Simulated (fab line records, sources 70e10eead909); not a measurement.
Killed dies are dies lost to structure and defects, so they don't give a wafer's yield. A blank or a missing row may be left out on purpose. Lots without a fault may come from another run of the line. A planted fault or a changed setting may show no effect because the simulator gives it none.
Chamber matching | flow nand_harc | NHARC_A_M0_CMP_23 on cmp-04: 4 sister chambers
The step polishes, t overpolish 20 s, target thk 113.75 nm. 4 wafers are shown with their chamber, then 9 later ones without.

WAFERS WITH THEIR CHAMBER
wafer  | chamber | motor_current_A (A)
L475.1 | 2       | 11.7
L482.3 | 0       | 13.4
L482.4 | 3       | 12.5
L482.6 | 1       | 11.9

WAFERS WITHOUT THEIR CHAMBER
wafer  | motor_current_A (A)
L485.1 | 11.8
L485.3 | 13.4
L485.4 | 12.0
L489.1 | 12.2
L489.3 | 13.2
L489.5 | 12.4
L490.1 | 12.7
L490.2 | 11.9
L490.5 | 10.6

WHICH CHAMBER EACH WENT THROUGH
wafer  | from the rows above          | in truth
L485.1 | can't be placed: 1 or 2 or 3 | 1
L485.3 | 0                            | 0
L485.4 | can't be placed: 1 or 2 or 3 | 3
L489.1 | can't be placed: 1 or 3 or 2 | 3
L489.3 | can't be placed: 0 or 3      | 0
L489.5 | can't be placed: 3 or 1 or 2 | 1
L490.1 | can't be placed: 3 or 0 or 1 | 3
L490.2 | can't be placed: 1 or 2 or 3 | 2
L490.5 | can't be placed: 2 or 1      | 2
Placed correctly: 1 of 9. Can't be placed from these rows: 8 (the true chamber is among the candidates in 8). Placed wrongly: 0.
How it was worked out, from the rows above alone: a wafer's distance from a chamber is the root of the sum, over the readings, of the square of ((its reading less the chamber's mean) divided by the reading's scatter). The wafer belongs to the nearest chamber; if the next one is less than 2 further off, it can't be placed. A chamber's mean is the mean of its shown wafers. The scatter: with one shown wafer a chamber, the root of the mean of the squares of how far each hidden wafer lies from its nearest shown one.
